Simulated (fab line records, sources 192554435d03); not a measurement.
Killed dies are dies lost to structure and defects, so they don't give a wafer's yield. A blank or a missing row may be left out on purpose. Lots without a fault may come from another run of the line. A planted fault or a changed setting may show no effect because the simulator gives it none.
Chamber matching | flow n5_finfet | N5_BEOL_M10_CMP_52 on cmp-04: 4 sister chambers
The step polishes, stops on SiCOH lowk, t overpolish 7 s, target thk 140 nm. 22 wafers are shown with their chamber, then 11 later ones without.

WAFERS WITH THEIR CHAMBER
wafer  | chamber | motor_current_A (A) | overpolish_run_s (s) | time_to_endpoint_s (s)
L074.2 | 1       | 6.3                 | 7.003                | 66
L074.3 | 2       | 5.9                 | 6.997                | 66
L074.4 | 3       | 6.9                 | 7.004                | 63
L074.1 | 0       | 6.0                 | 7.010                | 64
L074.5 | 0       | 6.2                 | 7.002                | 61
L074.6 | 3       | 6.8                 | 6.982                | 65
L075.3 | 3       | 7.2                 | 6.997                | 66
L075.5 | 2       | 6.1                 | 6.991                | 66
L075.6 | 1       | 6.6                 | 7.019                | 65
L079.3 | 3       | 7.1                 | 7.009                | 57
L079.5 | 3       | 7.2                 | 7.000                | 59
L079.6 | 0       | 5.9                 | 7.002                | 59
L079.1 | 0       | 6.2                 | 7.007                | 61
L079.2 | 2       | 5.7                 | 6.989                | 63
L079.4 | 1       | 6.4                 | 7.012                | 60
L082.1 | 2       | 5.5                 | 7.005                | 61
L082.2 | 1       | 6.6                 | 6.996                | 62
L082.4 | 0       | 6.2                 | 7.012                | 65
L082.3 | 3       | 7.0                 | 7.001                | 58
L082.5 | 1       | 6.5                 | 6.990                | 60
L082.6 | 2       | 5.7                 | 7.013                | 62
L086.1 | 1       | 6.4                 | 6.999                | 67

SIGNATURES (means of the wafers above)
reading            | chamber 0 | chamber 1 | chamber 2 | chamber 3 | scatter within a chamber
motor_current_A    | 6.100     | 6.467     | 5.780     | 7.033     | 0.166
overpolish_run_s   | 7.00660   | 7.00317   | 6.99900   | 6.99883   | 0.00906
time_to_endpoint_s | 62.00     | 63.33     | 63.60     | 61.33     | 3.04
Rule: a wafer's distance from a chamber is the root of the sum, over the readings, of the square of ((its reading less the chamber's mean) divided by the reading's scatter). The wafer belongs to the nearest chamber; if the next one is less than 2 further off, it can't be placed. The scatter: the root of (the sum of the squares of (reading less its chamber's mean) over the shown wafers, divided by (wafers less chambers)).

WAFERS WITHOUT THEIR CHAMBER
wafer  | motor_current_A (A) | overpolish_run_s (s) | time_to_endpoint_s (s)
L086.2 | 6.8                 | 7.001                | 64
L086.4 | 5.6                 | 7.011                | 63
L088.1 | 5.9                 | 6.993                | 62
L088.2 | 7.0                 | 6.998                | 62
L088.4 | 6.4                 | 6.984                | 64
L093.1 | 5.8                 | 6.997                | 62
L093.5 | 7.2                 | 7.004                | 59
L093.6 | 5.8                 | 6.995                | 63
L096.2 | 5.8                 | 6.980                | 65
L096.3 | 5.7                 | 6.995                | 63
L096.4 | 6.4                 | 7.000                | 65

WHICH CHAMBER EACH WENT THROUGH
wafer  | from the rows above          | in truth
L086.2 | can't be placed: 3 or 1      | 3
L086.4 | can't be placed: 2 or 0      | 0
L088.1 | can't be placed: 2 or 0      | 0
L088.2 | 3                            | 3
L088.4 | can't be placed: 1 or 0 or 2 | 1
L093.1 | can't be placed: 2 or 0      | 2
L093.5 | 3                            | 3
L093.6 | can't be placed: 2 or 0      | 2
L096.2 | can't be placed: 2 or 0      | 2
L096.3 | 2                            | 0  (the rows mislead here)
L096.4 | can't be placed: 1 or 0      | 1
Placed correctly: 2 of 11. Can't be placed from these rows: 8 (the true chamber is among the candidates in 8). Placed wrongly: 1.
